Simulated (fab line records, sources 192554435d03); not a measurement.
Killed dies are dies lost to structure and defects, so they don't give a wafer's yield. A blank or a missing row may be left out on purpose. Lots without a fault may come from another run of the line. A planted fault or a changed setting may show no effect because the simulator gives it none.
Chamber matching | flow n5_finfet | N5_BEOL_M5_VIA_ETCH_34 on rie_diel-02: 4 sister chambers
The step etches SiCOH lowk in C4F6/O2, target depth 88.3 nm, time 39.2 s. 4 wafers are shown with their chamber, then 8 later ones without.

WAFERS WITH THEIR CHAMBER
wafer  | chamber | throttle_valve_pct (%)
L076.3 | 2       | 20.86
L081.1 | 3       | 20.93
L083.3 | 0       | 21.51
L085.3 | 1       | 20.55

WAFERS WITHOUT THEIR CHAMBER
wafer  | throttle_valve_pct (%)
L085.4 | 20.58
L085.6 | 20.94
L088.3 | 20.90
L088.4 | 20.92
L088.6 | 20.57
L097.2 | 20.95
L097.4 | 21.26
L097.6 | 20.61

WHICH CHAMBER EACH WENT THROUGH
wafer  | from the rows above          | in truth
L085.4 | 1                            | 1
L085.6 | can't be placed: 3 or 2      | 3
L088.3 | can't be placed: 3 or 2      | 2
L088.4 | can't be placed: 3 or 2      | 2
L088.6 | 1                            | 1
L097.2 | can't be placed: 3 or 2      | 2
L097.4 | can't be placed: 0 or 3 or 2 | 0
L097.6 | 1                            | 1
Placed correctly: 3 of 8. Can't be placed from these rows: 5 (the true chamber is among the candidates in 5). Placed wrongly: 0.
How it was worked out, from the rows above alone: a wafer's distance from a chamber is the root of the sum, over the readings, of the square of ((its reading less the chamber's mean) divided by the reading's scatter). The wafer belongs to the nearest chamber; if the next one is less than 2 further off, it can't be placed. A chamber's mean is the mean of its shown wafers. The scatter: with one shown wafer a chamber, the root of the mean of the squares of how far each hidden wafer lies from its nearest shown one.
